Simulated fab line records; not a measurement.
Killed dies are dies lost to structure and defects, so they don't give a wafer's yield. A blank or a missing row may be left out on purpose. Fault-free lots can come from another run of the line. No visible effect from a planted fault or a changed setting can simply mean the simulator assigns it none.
The tool behind it: which one? | flow nandHarc | 16 wafers from 6 lots sampled at 5 of the route's 1159 steps

== WHAT THE GAUGES READ, wafer by wafer ==
NHARC_P_GATE_CD_MEAS_26: the cd target is 120 nm.
lot  | measured     | on       | cdNm (nm)
L199 | day 5 13:51  | cdSem-03 | 120.0 119.7 118.7
L204 | day 6 21:31  | cdSem-03 | 120.8 120.5 120.4
L207 | day 7 20:55  | cdSem-03 | 119.5 120.2 120.2
L212 | day 8 15:20  | cdSem-01 | 118.2 118.1
L215 | day 9 11:57  | cdSem-03 | 118.3 117.9
L218 | day 10 10:40 | cdSem-02 | 120.5 119.4 120.5

== WHAT TOOL EACH LOT RAN ON (gives the tool, then ch and the chambers of the sampled wafers, and finally the start) ==
lot  | NHARC_P_ZERO_WELL_ETCH_65        | NHARC_P_ZERO_WELL_ETCH_62                   | NHARC_P_STI_ETCH_42              | NHARC_P_GATE_DEVELOP_25
L199 | rieDiel-04 ch 0,3, day 2 07:30   | rieDiel-04 ch 0,1, day 3 08:22 or earlier   | rieDiel-05 ch 0,1,3, day 3 08:22 | lithoTrack-04 ch 0, day 5 13:00
L204 | rieDiel-13 ch 0,1,3, day 3 13:30 | rieDiel-13 ch 0,1,2, day 4 15:47 or earlier | rieDiel-03 ch 0,3, day 4 15:47   | lithoTrack-06 ch 0, day 6 21:00
L207 | rieDiel-12 ch 0,1,3, day 4 07:35 | rieDiel-12 ch 0,2,3, day 5 07:40 or earlier | rieDiel-10 ch 1,2,3, day 5 07:40 | lithoTrack-04 ch 0, day 7 20:00
L212 | rieDiel-13 ch 1,2, day 5 13:31   | rieDiel-13 ch 2,3, day 6 09:08 or earlier   | rieDiel-05 ch 1,2, day 6 09:08   | lithoTrack-04 ch 0, day 8 15:00
L215 | rieDiel-13 ch 0,1, day 6 07:31   | rieDiel-13 ch 0,1, day 7 05:21 or earlier   | rieDiel-03 ch 0,3, day 7 05:21   | lithoTrack-04 ch 0, day 9 11:00
L218 | rieDiel-13 ch 0,1, day 7 01:32   | rieDiel-13 ch 0,2,3, day 8 01:32 or earlier | rieDiel-10 ch 1,3, day 8 01:32   | lithoTrack-06 ch 0, day 10 10:00
- NHARC_P_ZERO_WELL_ETCH_65: etches the open film in N2/H2, target depth 80 nm, overetch 24 nm, time 87.88 s.
- NHARC_P_ZERO_WELL_ETCH_62: etches the open film in CHF3/Ar, target depth 13 nm, time 6.5 s.
- NHARC_P_STI_ETCH_42: etches the open film in N2/H2, target depth 80 nm, overetch 24 nm, time 61 s.
- NHARC_P_GATE_DEVELOP_25: develop time 35 s.

== THE ANSWER, worked out from the rows above alone ==
Rule: what is usual is taken from the lots themselves. The widest of any qualifying gaps counts: lots, ordered by their means at a reading, are off when they make up no more than a third of the lots, leave a main group of 4 or more, and stand apart from it by 3 or more times the standard deviation of that group's means. The tables above print the reading to a certain number of digits; a main group whose means all agree to those digits is not used. Also off: a lot with no number at a reading for which 4 or more lots have one. Any other lot the step has rows for is counted as sound.
Off, at NHARC_P_GATE_CD_MEAS_26 on cdNm: L212, L215. The main group has a mean of 120.0 nm with a standard deviation of 0.39.
A tool fits if, at a process step before that reading, it ran every lot that is off, and no sound lot after the first of them. The gauges at NHARC_P_GATE_CD_MEAS_26 are tried like those tools. With no start given for some of its lots, NHARC_P_ZERO_WELL_ETCH_62 uses the hours and lot order of NHARC_P_STI_ETCH_42. One fits: lithoTrack-04 at NHARC_P_GATE_DEVELOP_25. A fault onset in the window from L207 (day 7 20:00, its last sound lot) to L212 (day 8 15:00, its first lot off) fits.

== WHAT WAS PUT IN BY THE SIMULATOR ==
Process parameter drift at NHARC_P_GATE_DEVELOP_25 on lithoTrack-04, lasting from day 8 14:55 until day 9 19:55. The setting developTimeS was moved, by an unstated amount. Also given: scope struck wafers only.
Shown lots that were struck: L212, L215. This agrees with what the rule above found.
